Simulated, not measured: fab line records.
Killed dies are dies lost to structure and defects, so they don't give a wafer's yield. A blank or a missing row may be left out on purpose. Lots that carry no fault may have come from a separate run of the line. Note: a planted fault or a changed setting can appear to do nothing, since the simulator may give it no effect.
The tool behind it: which one? ; flow nandHarc ; 6 lots, 18 wafers sampled, at 5 steps of a route of 1302

WHAT THE GAUGES SHOWED, per wafer
NHARC_END_SORT_01.
lot;measured;on;killedAtArray
L422;day 25 21:42;prober-02;61 74 70
L425;day 26 21:11;prober-02;26 33 30
L430;day 28 15:45;prober-01;41 43 42
L437;day 32 21:49;prober-02;671 663 669

EACH LOT AND THE TOOL THAT RAN IT (in order: tool; ch and the chambers of the sampled wafers; start)
lot;NHARC_A_CONTACT_ETCH_88;NHARC_A_CONTACT_ETCH_134;NHARC_A_CONTACT_ETCH_136;NHARC_A_CONTACT_ETCH_139
L422;rieDiel-01 ch 0,2,3, day 23 20:06;harCapEtch-02 ch 0,1, day 23 21:10;harCapEtch-02 ch 0,1, day 23 21:39;harCapEtch-02 ch 0,1, day 23 22:28
L425;rieDiel-11 ch 2,3, day 24 18:47;harCapEtch-01 ch 0,1, day 24 19:50;harCapEtch-01 ch 0,1, day 24 20:19;harCapEtch-01 ch 0,1, day 24 21:07
L430;rieDiel-01 ch 0,2, day 26 13:54;harCapEtch-03 ch 0,1, day 26 15:01;harCapEtch-03 ch 0,1, day 26 15:30;harCapEtch-03 ch 0,1, day 26 16:19
L431;rieDiel-11 ch 2,3, day 27 04:46;harCapEtch-02 ch 0,1, day 27 05:48;harCapEtch-02 ch 0,1, day 27 06:17;harCapEtch-02 ch 0,1, day 27 07:05
L437;rieDiel-01 ch 0,2,3, day 30 11:44;harCapEtch-03 ch 0,1, day 30 12:58;harCapEtch-03 ch 0,1, day 30 13:26;harCapEtch-03 ch 0,1, day 30 14:16
L442;rieDiel-01 ch 0,1,3, day 31 13:40;harCapEtch-03 ch 0,1, day 31 14:42;harCapEtch-03 ch 0,1, day 31 15:11;harCapEtch-03 ch 0,1, day 31 16:00
- NHARC_A_CONTACT_ETCH_88: etches the open film in CF4, target depth 39 nm, time 65 s.
- NHARC_A_CONTACT_ETCH_134: etches the open film in C4F8/O2/Ar, time 140 s, target depth 700 nm.
- NHARC_A_CONTACT_ETCH_136: etches the open film in C4F8/O2/Ar, time 311 s, target depth 1912 nm.
- NHARC_A_CONTACT_ETCH_139: etches the open film in C4F8/O2/Ar, time 195 s, target depth 840 nm.

THE ANSWER, worked out from the rows above alone
Rule: the usual values come from the lots themselves. Put in order of their means at a reading, lots are off if they are a third of the lots or fewer, leave a main group of 4 or more, and stand apart from it by a gap of 3 or more times the standard deviation of the main group's means; of several such gaps the widest counts. Not used: any main group whose means are identical at the precision the tables above print for the reading. Also off: a lot with no number at a reading for which 4 or more lots have one. All remaining lots with rows at the step are treated as sound.
None of the lots is off at any reading shown; this tells nothing.

WHAT HAD BEEN PUT IN BY THE SIMULATOR
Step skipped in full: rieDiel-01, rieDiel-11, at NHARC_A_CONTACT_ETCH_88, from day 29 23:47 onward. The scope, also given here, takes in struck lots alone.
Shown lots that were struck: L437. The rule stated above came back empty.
